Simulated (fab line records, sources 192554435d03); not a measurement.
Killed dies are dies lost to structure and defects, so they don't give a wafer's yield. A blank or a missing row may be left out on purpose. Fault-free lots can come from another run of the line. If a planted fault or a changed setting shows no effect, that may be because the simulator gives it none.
8D (eight disciplines) problem report, filled in by code :: flow n5-finfet :: the parts of the form that need people (team, actions taken, sign-off) are left out

## 1. THE PROBLEM
Wafers without a fault read 185.0 W, standard deviation 0.56; bias-w at N5_BEOL_M3_TRENCH_ETCH_37 reads a mean of 192.0 W on 6 wafers belonging to 2 lots. That is +12 standard deviations from the usual mean.
The step: etches SiOC in C4F6/O2, target depth 55.555 nm, time 29.2 s.
The first sign was on wafer L162.1 at day 9 21:14, on rie-diel-01. The record holds 27 wafers of 9 lots with a number at this step. Rule for "out" (also "out of limits"): further than 4 standard deviations from the usual mean. All remaining wafers that have a number are taken as sound.

## 2. WHAT IT IS, WHAT IT ISN'T
question: which readings at this step
is: bias-w
is not: drypump-motor-current-A, oes-product-au, showerhead-plenum-p-Torr, throttle-valve-pct

question: which lots
is: L162, L164
is not: L152, L155, L158, L169, L171, L172, L175

question: which wafers of those lots
is: all that have a number
is not: -

question: read on which tools
is: rie-diel-01
is not: rie-diel-02, rie-diel-06

question: when
is: from day 9 21:14
is not: up to then (9 sound wafers); but 12 sound wafers of L169, L171, L172, L175 came after

## 3. WHAT RULES OUT EACH SUSPECT
Counting: any tool at a process step up to the reading is kept as a suspect provided that every lot that is out went through it and no sound lot did after the first of them.
- rie-diel-01 at N5_BEOL_M3_TRENCH_ETCH_37 (etches SiOC in C4F6/O2, target depth 55.555 nm, time 29.2 s): ruled out as a lasting fault. The sound lots L175 went through it after L162, its earliest lot that is out (day 9 21:14).
Left after counting: nothing in the record.

## 4. THE CAUSE (what the simulator had put in)
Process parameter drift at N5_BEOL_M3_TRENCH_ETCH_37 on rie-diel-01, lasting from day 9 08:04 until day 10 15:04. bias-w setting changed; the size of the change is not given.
Counting ruled it out, wrongly.

## 5. THE EFFECT CHAIN, in route order
Rows list readings where the struck wafers' mean (over those with a number) sits beyond 3 standard deviations from the usual. Only readings whose record carries a usual standard deviation are examined. hours: median over the lots of the time between each lot's start at the first step of this table that gives one and its start at this step. sigmas: the change, counted in usual standard deviations.
hours: 0
step: N5_BEOL_M3_TRENCH_ETCH_37
reading: bias-w
usual: 185.0 W
on struck wafers: 192.0
change: +7.0
sigmas: +12
Here are the process steps it includes:
- N5_BEOL_M3_TRENCH_ETCH_37: etches SiOC in C4F6/O2, target depth 55.555 nm, time 29.2 s.
Later steps that measure or inspect, where all struck wafers having a row at the step show a number for every such reading and not one has moved that far: N5_BEOL_M3_CD_MEAS_35, N5_BEOL_M4_RC_MEAS_101.

## 6. HOW IT WOULD HAVE BEEN CAUGHT EARLIER
In this record the first reading out of limits was taken at day 9 21:14, 13 hours after the fault began at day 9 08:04.
